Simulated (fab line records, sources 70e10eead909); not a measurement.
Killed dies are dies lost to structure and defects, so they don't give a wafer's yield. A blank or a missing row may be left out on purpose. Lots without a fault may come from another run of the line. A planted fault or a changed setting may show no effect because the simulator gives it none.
fab line records | flow nand_harc
record lots=6 wafers=18 last_day=24
route steps=1159 shown A_WL_FILL@839 A_CONTACT@840
lots that met no fault: from a run of the same line without faults
start_h: hours from the record's first day to the start of the lot's first wafer shown | wait_h: hours since the lot's step before | " the same as in the row above | L1.1+2: a row that stands for several wafers | - no value, or no start given | * or withheld: withheld | < > ~ a bound
route shown NAME@n: a module of which the file shows steps, and the number in the route of the first | usual: mean/standard deviation of fault-free wafers | same: alike in all rows | chamber/n: place in a boat | sites: the reading at each site | _std_site: their standard deviation | _edge_site: outer sites' mean less inner sites' | radius_mm: how far each site lies from the wafer's centre | mask NAME#n: copy n | behind: the tool/chamber that last shaped the wafer | hold: why the lot was held/for how many hours/how that ended | device: the transistor (n, p or np) that didn't switch | end of line: the same wafers' tests at the end of the route | a step without rows: its recipe alone | killed: dies lost to structure and defects at the first sort, not the wafer's yield | map: a wafer's dies, x killed, . not, _ none there
set.NAME: the setting as run; set.NAME@STEP: as run at that earlier step | model.NAME: the simulator's own value behind a step, which no gauge read
lots at some steps of the route; a table a step, a row a wafer
services: from which hour (start_h, from the record's first day; less than 0 if before it) a tool's chamber was out of use, for how many hours, and why
## steps
# step NHARC_A_WL_FILL_INSPECT_15
# usual raw_defect_count=427/130
# columns lot.wafer tool chamber start_h wait_h raw_defect_count
L493.1 defect_inspect-01 - 402.15 0.0 737
L493.3 " - " " 581
L493.4 " - " " 660
L494.2 defect_inspect-01 - 428.16 0.0 497
L494.3 " - " " 438
L494.6 " - " " 420
L500.1 defect_inspect-01 - 457.79 0.0 431
L500.3 " - " " 417
L500.5 " - " " 431
L504.1 defect_inspect-02 - 471.95 0.0 449
L504.2 " - " " 333
L504.5 " - " " 314
L507.3 defect_inspect-02 - 488.67 0.0 426
L507.4 " - " " 532
L507.5 " - " " 360
L506.2 defect_inspect-01 - 497.89 0.0 391
L506.3 " - " " 571
L506.5 " - " " 396
# step NHARC_A_CONTACT_DEP_24
# recipe target_thk_a=5000 temp_c=400 pressure_torr=6.5 rf_w=900 teos_flow_sccm=161.4 flow_sccm=2650 target_thk_nm=500 gas=O2 material=SiO2
# usual heater_power_w=542/74 throttle_valve_pct=15.7/0.44
# columns lot.wafer tool chamber start_h wait_h heater_power_w throttle_valve_pct
L493.1 pecvd-03 0 402.21 0.1 498 16.3
L493.3 " 1 " " 563 15.4
L493.4 " 1 " " 585 15.4
L494.3 pecvd-04 1 428.45 0.3 626 16.0
L494.2 " 0 " " 651 16.3
L494.6 " 1 " " 502 15.6
L500.3 pecvd-03 0 457.92 0.1 481 16.8
L500.1 " 1 " " 522 15.5
L500.5 " 2 " " 629 15.7
L504.1 pecvd-01 0 472.02 0.1 527 15.2
L504.2 " 1 " " 589 15.8
L504.5 " 1 " " 595 15.6
L507.3 pecvd-01 1 488.81 0.1 581 15.4
L507.4 " 1 " " 590 15.9
L507.5 " 2 " " 485 16.0
L506.3 pecvd-04 2 497.95 0.1 631 15.7
L506.2 " 1 " " 628 15.7
L506.5 " 0 " " 535 16.3
# step NHARC_A_CONTACT_DEP_28
# recipe target_thk_a=36000 temp_c=400 material=aC
# usual throttle_valve_pct=35.001/0.0088
# columns lot.wafer tool chamber start_h wait_h throttle_valve_pct
L493.1 acl_dep-01 0 402.82 0.1 35.000
L493.3 " 0 " " 34.990
L493.4 " 0 " " 35.017
L494.2 acl_dep-02 0 430.00 1.0 34.997
L494.3 " 0 " " 34.990
L494.6 " 0 431.48 2.5 35.007
L500.1 acl_dep-01 0 458.47 0.1 35.012
L500.3 " 0 " " 35.003
L500.5 " 0 " " 35.008
L504.1 acl_dep-01 0 475.82 3.3 34.999
L504.2 " 0 " " 34.999
L504.5 " 0 477.31 4.7 34.999
L507.3 acl_dep-02 0 493.63 4.3 35.007
L507.4 " 0 " " 34.986
L507.5 " 0 " " 34.995
L506.2 acl_dep-03 0 499.19 0.7 35.009
L506.3 " 0 " " 35.010
L506.5 " 0 " " 35.001
# step NHARC_A_CONTACT_DEP_29
# recipe target_thk_a=700 target_thk_nm=70 temp_c=400 pressure_torr=3.5 flow_sccm=200 rf_w=350 material=SiON
# usual heater_power_w=751/74
# columns lot.wafer tool chamber start_h wait_h heater_power_w
L493.1 pecvd-04 0 405.03 1.8 785
L493.3 " 2 " " 784
L493.4 " 0 " " 800
L494.3 pecvd-04 1 431.90 1.2 761
L494.2 " 2 " " 771
L494.6 " 1 " " 760
L500.1 pecvd-04 2 460.71 1.9 790
L500.3 " 0 " " 798
L500.5 " 1 " " 753
L504.1 pecvd-04 0 478.16 2.0 833
L504.2 " 1 " " 795
L504.5 " 0 " " 849
L507.3 pecvd-03 1 495.16 1.2 725
L507.4 " 2 " " 704
L507.5 " 1 " " 751
L506.3 pecvd-04 1 501.15 1.2 813
L506.2 " 2 " " 744
L506.5 " 0 " " 848
# step NHARC_A_CONTACT_DEHYDRATE_32
# recipe temp_c=150 time_s=120
# step NHARC_A_CONTACT_HMDS_33
# recipe time_s=30
# step NHARC_A_CONTACT_COAT_34
# recipe temp_c=260 time_s=75
# step NHARC_A_CONTACT_COAT_35
# recipe temp_c=225 time_s=65
# step NHARC_A_CONTACT_COAT_36
# recipe spin_rpm=1500 resist_thk_nm=90
# step NHARC_A_CONTACT_SOFTBAKE_37
# recipe temp_c=105 time_s=55
# usual heater_power_total_W=188.45/0.13
# columns lot.wafer tool chamber start_h wait_h heater_power_total_W
L493.1 litho_track-04 0 405 - 188.35
L493.3 " 0 " " 188.41
L493.4 " 0 " " 188.34
L494.2 litho_track-06 0 432 - 188.44
L494.3 " 0 " " 188.52
L494.6 " 0 " " 188.68
L500.1 litho_track-06 0 460 - 215.92
L500.3 " 0 " " 215.86
L500.5 " 0 " " 215.76
L504.1 litho_track-06 0 478 - 215.62
L504.2 " 0 " " 215.93
L504.5 " 0 " " 215.76
L507.3 litho_track-01 0 495 - 188.46
L507.4 " 0 " " 188.44
L507.5 " 0 " " 188.68
L506.2 litho_track-04 0 501 - 188.46
L506.3 " 0 " " 188.68
L506.5 " 0 " " 188.31
# step NHARC_A_CONTACT_EBR_38
## services
# columns tool chamber start_h hours kind
pecvd-03 0 383.30 13.1 repair
pecvd-04 0 389.56 - clean
pecvd-04 1 389.56 - clean
pecvd-04 2 389.56 - clean
acl_dep-03 - 406.62 13.0 pm
pecvd-01 - 418.19 13.0 pm
pecvd-01 0 418.19 13.0 vent_cycle
pecvd-01 1 418.19 13.0 vent_cycle
pecvd-01 2 418.19 13.0 vent_cycle
pecvd-01 0 431.19 - clean
pecvd-01 1 431.19 - clean
pecvd-01 2 431.19 - clean
litho_track-01 - 443.00 7.0 pm
pecvd-03 - 450.68 0.5 repair
litho_track-06 - 467.00 7.0 pm
pecvd-03 - 473.62 13.0 pm
pecvd-03 0 473.62 13.0 vent_cycle
pecvd-03 1 473.62 13.0 vent_cycle
pecvd-03 2 473.62 13.0 vent_cycle
acl_dep-01 - 478.05 13.0 pm
pecvd-03 0 486.62 - clean
pecvd-03 1 486.62 - clean
pecvd-03 2 486.62 - clean
litho_track-04 - 491.00 7.0 pm
## key
first_sign step=NHARC_A_CONTACT_SOFTBAKE_37 reading=heater_power_total_W direction=up sigmas=99+ usual=* struck=*
effect none on later readings
met_at NHARC_A_CONTACT_SOFTBAKE_37
struck_wafers L500.1,L500.3,L500.5,L504.1,L504.2,L504.5
tester_left_out L500,L504
onset_between 432 460
fault kind=process_parameter_drift tool=litho_track-06 chamber=- onset_h=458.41 steps=NHARC_A_CONTACT_SOFTBAKE_37 channel=time_s offset=* shape=step end_h=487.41 acts_in=* stated=*
# tester_left_out: of these lots the tester's yield and bins aren't shown, on N5 and GAA mostly nor the transistor test; their killed dies are dies lost to structure and defects alone, not to doping, threshold or leakage, so they don't give the yield
